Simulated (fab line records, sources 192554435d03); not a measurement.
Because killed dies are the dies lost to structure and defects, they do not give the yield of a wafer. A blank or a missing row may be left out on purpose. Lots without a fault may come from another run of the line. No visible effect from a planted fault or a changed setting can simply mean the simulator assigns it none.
Struck lot and sound lot, side by side	flow n5Finfet	19 out of 1938 route steps
Sound: these wafers, L668.2, L668.5, L668.6. Wafers L660.1, L660.2, L660.4 were the ones struck. At the end, the cause is stated.
For every step that has rows: the tool of each side, followed by ch and its chambers, followed by its first start. Under that, the readings that differ: sound wafers	struck wafers	difference of the means	sigmas: that difference in standard deviations of wafers without a fault.
alike: same words and numbers on both sides, and readings whose means sit less than 2 such deviations apart. not compared: any withheld reading, any reading some wafer has no value for, any bound like >300 that may hide the same value, and any number with overlapping values for which the record gives no deviation.
A row with sigmas, a row that says differs or no value, or rows on one side alone: a step with any of these is where the two part. When numbers do not overlap yet have no deviation, they are printed without sigmas and do not part them. Lack of a reading on every wafer of one side parts them only where that side has two or more wafers.

first, 9 steps without rows for these wafers: N5_BEOL_M9_ILD_DEP_00 (deposits SiCOH lowk from DEMS/porogen, target thk 308.51 nm, time 58 s); N5_BEOL_M9_CURE_71 (cures SiCOH lowk, time 240 s); N5_BEOL_M9_PECVD_70 (deposits SiO2 from TEOS/O2, target thk 20 nm, time 22.7 s); N5_BEOL_M9_HM_DEP_02 (deposits TiN, target thk 20 nm); N5_BEOL_M9_COAT_59 (time 60 s, resist thk 100 nm); N5_BEOL_M9_COAT_60 (time 60 s, resist thk 30 nm); N5_BEOL_M9_COAT_05 (resist thk 90 nm); N5_BEOL_M9_EBR_07; N5_BEOL_M9_SOFTBAKE_06 (time 60 s).
N5_BEOL_M9_EXPOSE_08: exposes mask M9.
  sound on arfiScanner-03 ch 0, day 17 11:03; struck on arfiScanner-02 ch 0, day 14 19:31
reading	sound	struck	difference	sigmas
exposureDoseMJCm2	53.76 53.72 53.72	52.40 52.55 52.57	-1.23	-23
  alike: mask
then, 3 steps without rows for these wafers: N5_BEOL_M9_PEB_09 (peb time 60 s); N5_BEOL_M9_DEVELOP_10 (develop time 30 s); N5_BEOL_M9_DESCUM_16 (chemistry O2, time 7.9 s).
N5_BEOL_M9_ETCH_61: etches SiARC in CF4, target depth 39 nm, time 65 s.
  sound on rieDiel-01 ch 0,2, day 17 11:43; struck on rieDiel-01 ch 0,1,2, day 14 19:52
  alike: drypumpMotorCurrentA, etchRfOnTimeS, oesProductAu, rfFwdPowerW, rfVppV, showerheadPlenumPTorr, throttleValvePct
  not compared: rfHoursCounterH, model.BEOL_M9.cdOffsetNm
then, 3 steps without rows for these wafers: N5_BEOL_M9_ETCH_62 (etches SOC in N2/H2, target depth 110 nm, overetch 22 nm, time 165 s); N5_BEOL_M9_STRIP_68 (strips in N2/H2); N5_BEOL_M9_STRIP_67 (strips in CF4).
N5_BEOL_M9_HM_OPEN_17: chemistry Cl2/BCl3, target TiN, target depth 20 nm, overetch 6 nm.
  sound on rieMetal-03 ch 0,1, day 17 11:56; struck on rieMetal-02 ch 0,1, day 14 20:07
reading	sound	struck	difference	sigmas
drypumpMotorCurrentA (A)	6.4 6.0 6.4	5.2 5.7 5.6	-0.8	-2
  alike: oesProductAu, rfFwdPowerW, throttleValvePct
  not compared: rfHoursCounterH, model.BEOL_M9.cdOffsetNm
then, 1 step without rows for these wafers: N5_BEOL_M9_STRIP_19 (strips in O2).

WHERE THEY PART
Last at N5_BEOL_M9_HM_OPEN_17 as far as this record goes, first at N5_BEOL_M9_EXPOSE_08.

WHY: what the simulator had put in
Process parameters drifting: arfiScanner-02 at N5_BEOL_M9_EXPOSE_08, beginning at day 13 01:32. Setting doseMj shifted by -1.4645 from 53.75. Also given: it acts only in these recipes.
